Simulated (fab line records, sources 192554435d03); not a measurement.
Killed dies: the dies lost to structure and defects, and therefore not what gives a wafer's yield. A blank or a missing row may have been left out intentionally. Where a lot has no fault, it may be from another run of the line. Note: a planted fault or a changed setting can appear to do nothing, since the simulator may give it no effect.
2 desks looking at one fault -- flow n5 finfet -- each desk holds nothing but its own numbers, with what lay behind them at the end

AT THE TOOL OWNER'S DESK: krf scanner-01
The tool's own readings at N5_PASSIVATION_EXPOSE_27 (exposes mask PAD, defocus 0 nm): means of the sampled wafers that have a number, for each lot that ran on this tool. If a lot's mean is further than 4 standard deviations from the usual mean, the lot is out of limits and carries the mark OUT (the distance appears in the brackets).
Columns: A = exposure dose mJ cm2 at N5_PASSIVATION_EXPOSE_27, usual 32.30; B = stage vel mm s at N5_PASSIVATION_EXPOSE_27, usual 500.01 mm/s
lot,first seen here,A,B
L936,day 14 08:09,32.28,500.22
L940,day 15 11:35,32.28,500.22
L945,day 16 09:37,32.25,499.76
L946,day 17 01:47,23.66 (-99 or more) OUT,500.30
L949,day 17 06:33,23.69 (-99 or more) OUT,499.95
L948,day 17 12:01,23.71 (-99 or more) OUT,499.98
This desk's verdict: out of limits on L946, L948, L949, starting with L946 at day 17 01:47 (exposure dose mJ cm2 at N5_PASSIVATION_EXPOSE_27). In limits: L936, L940, L945.

THE METROLOGY DESK
What the gauges read for every lot (on any tool): the sampled wafers with a number, averaged. If a lot's mean is further than 4 standard deviations from the usual mean, the lot is out of limits and carries the mark OUT (the distance appears in the brackets).
Columns: A = cd nm at N5_PASSIVATION_CD_MEAS_30, usual 4000.6 nm
lot,first seen here,A
L936,day 14 08:19,3998.7
L938,day 14 12:49,3999.5
L940,day 15 11:45,3999.7
L942,day 15 16:09,4004.0
L945,day 16 09:46,4001.9
L946,day 17 01:58,3943.8 (-33) OUT
L949,day 17 06:43,3943.9 (-33) OUT
L948,day 17 12:11,3943.6 (-34) OUT
L953,day 19 00:06,4002.6
L952,day 19 00:49,4000.4
This desk's verdict: out of limits on L946, L948, L949, starting with L946 at day 17 01:58 (cd nm at N5_PASSIVATION_CD_MEAS_30). In limits: L936, L938, L940, L942, L945, L953, L952.

PUT TOGETHER
The tool owner's desk could have raised an alarm at day 17 01:47, on L946, L948, L949.
Metrology desk: alarm possible at day 17 01:58 on L946, L948, L949.
On krf scanner-01, each named lot ran N5_PASSIVATION_EXPOSE_27.

WHAT HAD BEEN PUT IN BY THE SIMULATOR
Process parameters drifting: krf scanner-01 at N5_PASSIVATION_EXPOSE_27, beginning at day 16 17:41. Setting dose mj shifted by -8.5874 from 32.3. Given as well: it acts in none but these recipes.
Lots struck among those shown: L946, L948, L949.
Time in hours from fault onset to the first out-of-limits reading at each desk: tool owner's desk 8, metrology desk 8.
